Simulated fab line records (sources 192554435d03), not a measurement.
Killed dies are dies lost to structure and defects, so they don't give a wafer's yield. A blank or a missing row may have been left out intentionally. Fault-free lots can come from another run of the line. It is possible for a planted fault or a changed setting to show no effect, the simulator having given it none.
fab line records -- flow n5-finfet -- part 2 of 2: steps 22 to 28 of 28
record lots=5, wafers=15, last-day=16
route steps=1938 shown BEOL_M4@1021
lots that met no fault: from a run of the same line without faults
start-h: hours from the record's opening day to when the first of the lot's shown wafers began -- wait-h: time in hours since the lot's previous step -- " as in the row above -- L1.1+2: one row covering several wafers at once -- - no value, or no start given -- * or withheld: withheld -- < > ~ a bound
route shown NAME@n: names a module that has steps shown in the file, with the first one's number in the route -- usual: the fault-free wafers' mean and standard deviation -- same: alike in all rows -- chamber/n: place in a boat -- sites: per-site readings -- _std_site: standard deviation of those values -- _edge_site: outer sites' mean less inner sites' -- radius-mm: for every site, how far away it sits from the centre of the wafer -- mask NAME#n: copy n -- behind: the most recent tool/chamber to have shaped the wafer -- hold: reason for holding the lot/hours on hold/outcome of the hold -- device: whichever transistor did not switch (one of n, p or np) -- end of line: the route-end tests of the same wafers -- step lacking rows: just its recipe -- killed: count of dies lost to structure and defects at first sort (not the wafer's yield) -- map: the dies of a wafer, with x for killed, . for not killed, _ for no die there
set.NAME: the run value of the setting; set.NAME@STEP: its run value at that earlier step -- model.NAME: the simulator's own value behind a step, which no gauge read
lots seen at some steps along the route; tables by step, rows by wafer
services: the hour from which a tool's chamber was out of use, counted from the record's first day as start-h (under 0 if before that day), plus the number of hours and why
## steps
# step N5_BEOL_M4_STRIP_75
# recipe chemistry=N2/H2, temp-c=40, n2-flow-sccm=200, h2-flow-sccm=200, rf-frequency-hz=6e+07
lot.wafer,tool,chamber,start-h,wait-h
L078.1+3+6,rie-diel-04,"3,0,2",191.72,0.0
L085.3+4+5,rie-diel-04,"2,0,2",223.01,0.0
L083.2+3+4,rie-diel-04,"3,0,3",225.86,0.0
L086.1+2+6,rie-diel-02,"2,1,2",243.59,0.0
L087.1+2+4,rie-diel-04,"2,1,0",262.09,0.0
# step N5_BEOL_M4_STRIP_66
# recipe chemistry=CF4, resist=SiARC, power-w=300, bias-power-w=75, pressure-mtorr=50, cf4-flow-sccm=150, rf-frequency-hz=6e+07
# usual bias-power-w=75.00/0.21, drypump-motor-current-A=5.7/0.41, oes-product-au=0.77/0.08, rf-vpp-V=271.4/1.8, showerhead-plenum-p-Torr=1.81/0.065, throttle-valve-pct=13.53/0.22
lot.wafer,tool,chamber,start-h,wait-h,bias-power-w,drypump-motor-current-A,oes-product-au,rf-hours-counter-h,rf-vpp-V,showerhead-plenum-p-Torr,throttle-valve-pct
L078.1,rie-diel-04,3,191.73,0.0,75.27,5.8,0.73,164,271.1,1.79,13.50
L078.3,rie-diel-04,0,191.73,0.0,74.95,5.7,0.91,23,272.2,1.90,13.30
L078.6,rie-diel-04,2,191.73,0.0,75.28,5.8,0.83,-,269.5,1.75,13.39
L085.3,rie-diel-04,2,223.02,0.0,74.87,5.7,0.81,84,269.0,1.75,13.43
L085.4,rie-diel-04,0,223.02,0.0,75.11,5.7,0.89,-,272.9,1.90,13.33
L085.5,rie-diel-04,2,223.02,0.0,74.95,5.7,0.82,-,270.0,1.75,13.43
L083.2,rie-diel-04,3,225.87,0.0,75.05,5.8,0.72,180,270.5,1.79,13.53
L083.3,rie-diel-04,0,225.87,0.0,75.29,5.7,0.88,39,273.0,1.90,13.33
L083.4,rie-diel-04,3,225.87,0.0,74.87,5.8,0.72,-,270.2,1.79,13.56
L086.1,rie-diel-02,2,243.60,0.0,74.88,5.9,0.67,251,267.9,1.70,14.00
L086.2,rie-diel-02,1,243.60,0.0,74.69,5.7,0.75,160,270.7,1.72,13.50
L086.6,rie-diel-02,2,243.60,0.0,75.16,5.9,0.67,-,269.1,1.70,14.00
L087.1,rie-diel-04,2,262.10,0.0,74.90,5.8,0.79,103,270.2,1.74,13.47
L087.2,rie-diel-04,1,262.10,0.0,75.01,6.4,0.71,239,271.5,1.83,13.88
L087.4,rie-diel-04,0,262.10,0.0,74.77,5.7,0.86,56,273.6,1.90,13.36
# step N5_BEOL_M4_HM_OPEN_17
# recipe chemistry=Cl2/BCl3, target-depth-a=200, overetch-a=60, target=TiN, mask-material=SOC, ion-energy-ev=150, pressure-mtorr=10, icp-w=1000, bias-w=126, Cl2_flow_sccm=53.25, bcl3-flow-sccm=21.75, Ar_flow_sccm=25
# usual bcl3-flow-sccm=21.76/0.065, drypump-motor-current-A=5.5/0.34, mfc-ar-sccm=25.00/0.084, oes-product-au=0.65/0.095, throttle-valve-pct=22.14/0.22
lot.wafer,tool,chamber,start-h,wait-h,bcl3-flow-sccm,drypump-motor-current-A,mfc-ar-sccm,oes-product-au,rf-hours-counter-h,throttle-valve-pct
L078.1,rie-metal-01,0,191.78,0.0,21.67,6.0,25.12,0.52,118,22.26
L078.3,rie-metal-01,0,191.78,0.0,21.71,6.0,25.06,0.52,-,22.22
L078.6,rie-metal-01,1,191.78,0.0,21.77,5.1,25.07,0.61,-,22.46
L085.3,rie-metal-01,0,223.10,0.1,21.76,6.0,24.92,0.52,-,22.24
L085.4,rie-metal-01,1,223.10,0.1,21.65,5.2,25.15,0.60,-,22.47
L085.5,rie-metal-01,0,223.10,0.1,21.76,6.0,24.98,0.52,-,22.25
L083.2,rie-metal-01,0,225.91,0.0,21.68,6.0,25.03,0.51,121,22.24
L083.3,rie-metal-01,1,225.91,0.0,21.76,5.2,25.07,0.60,-,22.46
L083.4,rie-metal-01,0,225.91,0.0,21.70,6.0,24.99,0.52,-,22.24
L086.1,rie-metal-02,1,243.64,0.0,21.71,5.5,24.96,0.57,93,21.91
L086.2,rie-metal-02,0,243.64,0.0,21.70,5.2,25.03,0.71,26,21.91
L086.6,rie-metal-02,1,243.64,0.0,21.77,5.6,24.91,0.57,-,21.94
L087.1,rie-metal-03,0,262.14,0.0,21.69,6.0,25.14,0.59,69,22.36
L087.2,rie-metal-03,1,262.14,0.0,21.64,5.5,25.03,0.76,10,22.04
L087.4,rie-metal-03,0,262.14,0.0,21.77,6.0,24.96,0.61,-,22.33
# step N5_BEOL_M4_STRIP_19
# recipe chemistry=O2, power-w=400, temp-c=40, pressure-mtorr=30, rf-frequency-hz=6e+07, bias-power-w=0, overash-fraction=0.2, o2-flow-sccm=225
# usual drypump-motor-current-A=5.7/0.39, oes-product-au=0.79/0.084, rf-vpp-V=3.6/0.54, showerhead-plenum-p-Torr=2.10/0.078, throttle-valve-pct=16.55/0.18
# same bias-power-w=0
lot.wafer,tool,chamber,start-h,wait-h,drypump-motor-current-A,oes-product-au,rf-hours-counter-h,rf-vpp-V,showerhead-plenum-p-Torr,throttle-valve-pct
L078.1,rie-diel-01,2,191.90,0.1,6.4,0.88,50,3.8,2.23,16.54
L078.3,rie-diel-01,0,191.90,0.1,4.9,0.73,198,3.8,2.09,16.83
L078.6,rie-diel-01,0,191.90,0.1,4.9,0.73,-,3.2,2.09,16.83
L085.3,rie-diel-04,2,223.51,0.4,5.7,0.82,85,4.3,2.03,16.48
L085.4,rie-diel-04,0,223.51,0.4,5.7,0.89,-,3.4,2.21,16.36
L085.5,rie-diel-04,3,223.51,0.4,5.8,0.72,-,3.7,2.07,16.49
L083.2,rie-diel-02,1,226.14,0.2,5.7,0.77,150,2.8,2.01,16.54
L083.3,rie-diel-02,0,226.14,0.2,5.3,0.72,202,5.1,2.07,16.54
L083.4,rie-diel-02,1,226.14,0.2,5.7,0.77,-,4.9,2.01,16.54
L086.1,rie-diel-04,0,243.75,0.1,5.7,0.88,50,3.1,2.21,16.39
L086.2,rie-diel-04,3,243.75,0.1,5.8,0.72,191,4.4,2.06,16.52
L086.6,rie-diel-04,2,243.75,0.1,5.8,0.80,-,4.2,2.03,16.50
L087.1,rie-diel-04,1,262.25,0.1,6.4,0.70,239,2.7,2.13,16.82
L087.2,rie-diel-04,0,262.25,0.1,5.7,0.87,56,3.6,2.21,16.40
L087.4,rie-diel-04,2,262.25,0.1,5.8,0.79,104,3.2,2.03,16.50
# step N5_BEOL_M4_CD_MEAS_18
# recipe pitch-nm=36, target-cd-nm=18
# usual cd-nm=18.1/0.32
lot.wafer,tool,chamber,start-h,wait-h,cd-nm
L078.1,cd-sem-03,-,191.97,0.0,18.1
L078.3,cd-sem-03,-,191.97,0.0,18.3
L078.6,cd-sem-03,-,191.97,0.0,18.0
L085.3,cd-sem-01,-,223.58,0.1,18.1
L085.4,cd-sem-01,-,223.58,0.1,18.5
L085.5,cd-sem-01,-,223.58,0.1,18.2
L083.2,cd-sem-03,-,226.21,0.1,18.0
L083.3,cd-sem-03,-,226.21,0.1,18.4
L083.4,cd-sem-03,-,226.21,0.1,17.7
L086.1,cd-sem-01,-,243.82,0.0,18.5
L086.2,cd-sem-01,-,243.82,0.0,18.6
L086.6,cd-sem-01,-,243.82,0.0,18.2
L087.1,cd-sem-01,-,262.32,0.0,18.5
L087.2,cd-sem-01,-,262.32,0.0,18.3
L087.4,cd-sem-01,-,262.32,0.0,18.5
# step N5_BEOL_M4_COAT_67
# recipe resist=SOC, temp-c=250, time-s=60, spin-rpm=1500, resist-thk-nm=60
# usual dispense-pressure-kPa=49.5/0.67, spin-speed-rpm=1499.8/0.81
lot.wafer,tool,chamber,start-h,wait-h,dispense-pressure-kPa,spin-speed-rpm
L078.1,litho-track-04,0,192.00,0.0,49.7,1500.4
L078.3,litho-track-04,0,192.00,0.0,49.7,1501.1
L078.6,litho-track-04,0,192.00,0.0,49.7,1499.4
L085.3,litho-track-03,0,223.62,0.0,48.5,1499.9
L085.4,litho-track-03,0,223.62,0.0,48.5,1500.4
L085.5,litho-track-03,0,223.62,0.0,48.5,1500.6
L083.2,litho-track-03,0,226.25,0.0,48.5,1499.8
L083.3,litho-track-03,0,226.25,0.0,48.5,1500.3
L083.4,litho-track-03,0,226.25,0.0,48.5,1499.1
L086.1,litho-track-02,0,243.86,0.0,50.5,1501.6
L086.2,litho-track-02,0,243.86,0.0,50.5,1501.1
L086.6,litho-track-02,0,243.86,0.0,50.5,1499.9
L087.1,litho-track-04,0,262.36,0.0,49.6,1499.2
L087.2,litho-track-04,0,262.36,0.0,49.7,1499.2
L087.4,litho-track-04,0,262.36,0.0,49.7,1499.3
# step N5_BEOL_M4_COAT_68
# recipe resist=SiARC, temp-c=220, time-s=60, spin-rpm=1500, resist-thk-nm=12
# usual dispense-pressure-kPa=49.6/0.68, spin-speed-rpm=1500.1/0.94
lot.wafer,tool,chamber,start-h,wait-h,dispense-pressure-kPa,spin-speed-rpm
L078.1,litho-track-04,0,-,-,49.7,1500.5
L078.3,litho-track-04,0,-,-,49.7,1500.3
L078.6,litho-track-04,0,-,-,49.7,1499.9
L085.3,litho-track-03,0,-,-,48.5,1498.0
L085.4,litho-track-03,0,-,-,48.5,1501.2
L085.5,litho-track-03,0,-,-,48.6,1498.9
L083.2,litho-track-03,0,-,-,48.4,1500.5
L083.3,litho-track-03,0,-,-,48.4,1500.5
L083.4,litho-track-03,0,-,-,48.5,1501.0
L086.1,litho-track-02,0,-,-,50.6,1499.0
L086.2,litho-track-02,0,-,-,50.5,1499.5
L086.6,litho-track-02,0,-,-,50.6,1499.3
L087.1,litho-track-04,0,-,-,49.7,1500.2
L087.2,litho-track-04,0,-,-,49.7,1498.4
L087.4,litho-track-04,0,-,-,49.8,1500.7
## services
tool,chamber,start-h,hours,kind
euv-scanner-02,-,165.35,12.0,pm
rie-metal-01,-,170.38,0.4,repair
pecvd-02,2,175.35,2.1,scheduled-down
rie-diel-04,1,175.91,66.9,repair
pecvd-02,-,175.95,0.5,repair
pecvd-03,-,196.68,14.6,pm
euv-scanner-02,-,201.25,1.0,pm
euv-scanner-01,-,210.89,1.0,pm
rie-diel-01,-,218.42,14.6,pm
rie-diel-02,3,223.86,-,clean
rie-diel-02,3,223.86,-,consumable-replace:focus-ring
rie-diel-02,3,223.86,20.6,scheduled-down
rie-diel-02,3,223.86,20.6,vent-cycle
pecvd-02,0,230.04,5.0,scheduled-down
litho-track-03,-,234.58,-,consumable-replace:filter
rie-diel-02,2,244.49,-,clean
rie-diel-02,2,244.49,-,consumable-replace:focus-ring
rie-diel-02,2,244.49,-,consumable-replace:showerhead
rie-diel-02,2,244.49,30.8,scheduled-down
rie-diel-02,2,244.49,30.8,vent-cycle
euv-scanner-02,-,246.82,2.4,repair
euv-scanner-02,-,257.40,1.0,pm
litho-track-03,-,257.94,-,consumable-replace:filter
pecvd-03,-,262.15,0.7,repair
